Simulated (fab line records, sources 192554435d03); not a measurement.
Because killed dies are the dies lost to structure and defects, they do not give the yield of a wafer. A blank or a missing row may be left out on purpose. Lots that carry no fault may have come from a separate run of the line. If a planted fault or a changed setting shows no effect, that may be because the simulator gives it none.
Lot-split experiment -- flow n5Finfet -- on a route of 1938 steps: 7 lots, 21 wafers read

## THE SPLIT ITSELF
At N5_DUMMY_GATE_ETCH_42 (etches SiO2 in CHF3/O2, target depth 3.5 nm, time 31 s), the setting biasW was moved away from the recipe's 12 W on 10 of the 21 wafers read, by -16.8% to +15.7%. For the rest of the wafers, this setting stayed at what the recipe calls for.

The split's own step is where the reading is taken.

## THE READING
rfVppV, in V, at N5_DUMMY_GATE_ETCH_42 (etches SiO2 in CHF3/O2, target depth 3.5 nm, time 31 s). A value of 42.1 V with a standard deviation of 0.94 V is what fault-free wafers of this fab line usually give.

wafer,"tool, chamber at the split","biasW as run, W",against the recipe,"rfVppV, V",against lot-mates on the recipe
L075.1,"rieDiel-04, 1",11.42,-4.8%,41.1,no lot-mate on the recipe
L075.3,"rieDiel-04, 0",11.42,-4.8%,40.4,no lot-mate on the recipe
L075.5,"rieDiel-04, 1",11.42,-4.8%,42.2,no lot-mate on the recipe
L078.3,"rieDiel-04, 1",12,recipe,42.2,-
L078.4,"rieDiel-04, 2",13.18,+9.8%,46.2,+4.0
L078.6,"rieDiel-04, 2",12,recipe,42.3,-
L082.1,"rieDiel-01, 3",13.89,+15.7%,44.6,+4.1
L082.3,"rieDiel-01, 1",12,recipe,40.5,-
L082.5,"rieDiel-01, 1",13.89,+15.7%,46.4,+5.9
L083.4,"rieDiel-04, 1",12,recipe,42.2,-
L083.5,"rieDiel-04, 2",12,recipe,41.8,-
L083.6,"rieDiel-04, 3",12,recipe,42.6,-
L084.1,"rieDiel-01, 0",12,recipe,42.5,-
L084.4,"rieDiel-01, 2",12,recipe,41.7,-
L084.5,"rieDiel-01, 0",12,recipe,41.6,-
L087.1,"rieDiel-01, 3",12,recipe,42.8,-
L087.2,"rieDiel-01, 2",10.83,-9.8%,37.9,-4.9
L087.4,"rieDiel-01, 2",10.83,-9.8%,38.2,-4.6
L093.1,"rieDiel-04, 2",12,recipe,42.3,-
L093.4,"rieDiel-04, 3",9.983,-16.8%,37.2,-5.1
L093.5,"rieDiel-04, 0",9.983,-16.8%,36.5,-5.8

THE FIT
A straight line over all 21 wafers: rfVppV changes by +0.29 V for each +1% of biasW; r = +0.94; the points scatter about the line by 0.9 V.
The same after taking each lot's own level away (the mean of its wafers on the recipe; 18 wafers): +0.349 V for each +1%; r = +0.98; scatter 0.67 V.
On that fit, the largest move of biasW shifts the reading by 5.9 V.
The span of the lots' own levels, 40.50 to 42.80 V, comes to 2.4 times the standard deviation stated above.
So the slope is not independent of the lot-to-lot level: the two fits are not the same.
Check: -6.3 V against its lot-mates is what the line predicts for one of the wafers moved furthest among these (-16.8%) when that wafer is left out of the fit. It came out at -5.1 V against them.
Tool readings at the split's step, against how far the setting was moved: rfVppV r = +0.94.

## OTHER SPLITS ON THESE WAFERS
Other splits were also applied to these wafers ahead of the reading. Each is held against what the fit with the lots' levels taken away leaves over:
other split on the same wafers,wafers away from the commonest value,r with rfVppV (lot level and that fit taken away)
N5_WELL_APT_COAT_19 spinRpm,8,+0.37
N5_WELL_APT_PEB_23 pebTimeS,8,+0.32
N5_FIN_SAQP_SPACER1_ALD_24 tempC,6,-0.27

## THE FILE'S OWN FIT
rfVppV changes by +0.353 V for each +1% of biasW, r = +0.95.
